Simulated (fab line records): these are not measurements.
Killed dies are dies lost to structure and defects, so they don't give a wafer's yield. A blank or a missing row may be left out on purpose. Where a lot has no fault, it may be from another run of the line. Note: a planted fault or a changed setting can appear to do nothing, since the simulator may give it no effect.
Comparing a struck lot with a sound one | flow n5_finfet | 26 out of 1938 route steps
Sound: these wafers, L773.2, L773.3, L773.6. The struck wafers were L780.1, L780.4, L780.5. The cause is given at the end.
Order at every step that has rows: each side's tool, ch and its chambers, its first start. Under that, the readings that differ: sound wafers | struck wafers | difference of the means | sigmas: that difference in standard deviations of wafers without a fault.
alike: same words and numbers on both sides, and readings whose means sit less than 2 such deviations apart. not compared: any withheld reading, any reading some wafer has no value for, any bound like >300 that may hide the same value, and any number with overlapping values for which the record gives no deviation.
Wherever a step has rows on one side only, a row that says differs or no value, or a row with sigmas, the two part there. Numbers that don't overlap but have no deviation are shown without sigmas and don't part them. Lack of a reading on every wafer of one side parts them only where that side has two or more wafers.

N5_BEOL_M5_DESCUM_16: chemistry O2, time 7 s.
  sound on rie_diel-02 ch 0,2,3, day 9 02:41; struck on rie_diel-03 ch 1,3, day 10 11:29
  reading                | sound             | struck            | difference | sigmas
  throttle_valve_pct (%) | 20.24 20.42 20.35 | 20.76 20.64 20.74 | +0.38      | +2
  alike: drypump_motor_current_A, oes_product_au, rf_vpp_V, showerhead_plenum_p_Torr, temp_c
  not compared: rf_hours_counter_h
N5_BEOL_M5_ETCH_72: etches underlayer in N2/H2, target depth 6.5 nm, time 5.2 s.
  sound on rie_diel-02 ch 0,2,3, day 9 02:43; struck on rie_diel-03 ch 1,3, day 10 11:32
  alike: drypump_motor_current_A, etch_rf_on_time_s, oes_product_au, rf_vpp_V, showerhead_plenum_p_Torr, throttle_valve_pct
  not compared: rf_hours_counter_h
N5_BEOL_M5_ETCH_61: etches SiARC in CF4, target depth 15.6 nm, time 26 s.
  sound on rie_diel-02 ch 0,2,3, day 9 02:44; struck on rie_diel-03 ch 1,3, day 10 11:33
  reading      | sound             | struck            | difference | sigmas
  rf_vpp_V (V) | 184.8 185.7 186.2 | 183.4 183.6 182.5 | -2.4       | -2
  alike: drypump_motor_current_A, etch_rf_on_time_s, oes_product_au, showerhead_plenum_p_Torr, throttle_valve_pct
  not compared: rf_hours_counter_h
then, 5 steps without rows for these wafers: N5_BEOL_M5_ETCH_62 (etches SOC in N2/H2, target depth 75 nm, overetch 15 nm, time 112.5 s); N5_BEOL_M5_STRIP_63 (strips in N2/H2); N5_BEOL_M5_STRIP_73 (strips in N2/H2); N5_BEOL_M5_STRIP_64 (strips in CF4); N5_BEOL_M5_HM_OPEN_17 (chemistry Cl2/BCl3, target TiN, target depth 20 nm, overetch 6 nm).
N5_BEOL_M5_STRIP_19: strips in O2.
  sound on rie_diel-04 ch 1,3, day 9 03:08; struck on rie_diel-04 ch 1,3, day 10 11:51
  alike: drypump_motor_current_A, oes_product_au, rf_vpp_V, showerhead_plenum_p_Torr, temp_c, throttle_valve_pct
  not compared: rf_hours_counter_h
N5_BEOL_M5_CD_MEAS_18: pitch 56 nm, target cd 28 nm.
  struck on cd_sem-01, day 10 11:55; sound on cd_sem-02, day 9 03:13
  alike: cd_nm
then, 2 steps without rows for these wafers: N5_BEOL_M5_COAT_65 (time 60 s, resist thk 60 nm); N5_BEOL_M5_COAT_66 (time 60 s, resist thk 12 nm).
N5_BEOL_M5_COAT_74: time 60 s, resist thk 5 nm.
  sound on litho_track-05 ch 0, day 9 03:15; struck on litho_track-03 ch 0, day 10 11:58
  reading                     | sound                | struck               | difference | sigmas
  dispense_pressure_kPa (kPa) | 43 43 43             | 54 54 54             | +11        | +2
  spin_speed_rpm (rpm)        | 1500.6 1498.2 1499.6 | 1451.7 1451.7 1450.9 | -48.0      | -49
then, 6 steps without rows for these wafers: N5_BEOL_M5_COAT_22 (resist thk 30 nm); N5_BEOL_M5_EBR_24; N5_BEOL_M5_SOFTBAKE_23 (time 60 s); N5_BEOL_M5_EXPOSE_25 (exposes mask V4, defocus 10 nm); N5_BEOL_M5_PEB_26 (peb time 60 s); N5_BEOL_M5_DEVELOP_27 (develop time 30 s).
N5_BEOL_M5_CD_MEAS_28: target cd 30.6 nm, target cd y 20 nm.
  sound on cd_sem-02 ch 0, day 9 03:31; struck on cd_sem-02 ch 0, day 10 12:23
  alike: cd_nm
N5_BEOL_M5_OVL_MEAS_29:
  sound on overlay-02 ch 0, day 9 03:34; struck on overlay-02 ch 0, day 10 12:25
  alike: V4_OVL
N5_BEOL_M5_INSPECT_30: inspects for defects (brightfield).
  struck on defect_inspect-02, day 10 12:29; sound on defect_inspect-02, day 9 03:37
  alike: raw_defect_count
N5_BEOL_M5_DESCUM_33: chemistry O2, time 7 s.
  sound on rie_diel-03 ch 2,3, day 9 03:39; struck on rie_diel-04 ch 0,2, day 10 12:31
  alike: drypump_motor_current_A, oes_product_au, rf_vpp_V, showerhead_plenum_p_Torr, temp_c, throttle_valve_pct
  not compared: rf_hours_counter_h
N5_BEOL_M5_ETCH_75: etches underlayer in N2/H2, target depth 6.5 nm, time 5.2 s.
  sound on rie_diel-03 ch 2,3, day 9 03:41; struck on rie_diel-04 ch 0,2, day 10 12:33
  reading                  | sound             | struck           | difference | sigmas
  model.etch.depth_nm (nm) | 4.995 5.005 4.998 | 5.069 5.086 5.08 | +0.079     |
  alike: drypump_motor_current_A, etch_rf_on_time_s, oes_product_au, rf_vpp_V, showerhead_plenum_p_Torr, throttle_valve_pct
  not compared: rf_hours_counter_h
then, 1 step without rows for these wafers: N5_BEOL_M5_ETCH_67 (etches SiARC in CF4, target depth 15.6 nm, time 26 s).
-- here the record skips 4 days between the struck wafers' starts before and after, leaving off in module BEOL_M5 and picking up in module PASSIVATION (first step shown: number 1936 of the route) --
N5_PASSIVATION_PROBE_49:
  struck on prober-01, day 14 13:29; sound on prober-02, day 13 09:58
  alike: defect_limited_yield, killed_at_M0_to_M3, killed_at_M4_up, killed_at_contacts, killed_at_front_end, killed_at_other, killed_dies, killed_on_rim, killed_open, killed_short, sort_bin_5_function, sort_bin_6_memory, sort_n_pass, sort_yield_pct

## WHERE THEY PART
First at N5_BEOL_M5_DESCUM_16; last, within this record, at N5_BEOL_M5_COAT_74. Later steps at which nothing parts them and some readings are alike: N5_BEOL_M5_CD_MEAS_28, N5_BEOL_M5_OVL_MEAS_29, N5_BEOL_M5_INSPECT_30, N5_BEOL_M5_DESCUM_33, N5_BEOL_M5_ETCH_75, N5_PASSIVATION_PROBE_49.

WHY: what had been put in by the simulator
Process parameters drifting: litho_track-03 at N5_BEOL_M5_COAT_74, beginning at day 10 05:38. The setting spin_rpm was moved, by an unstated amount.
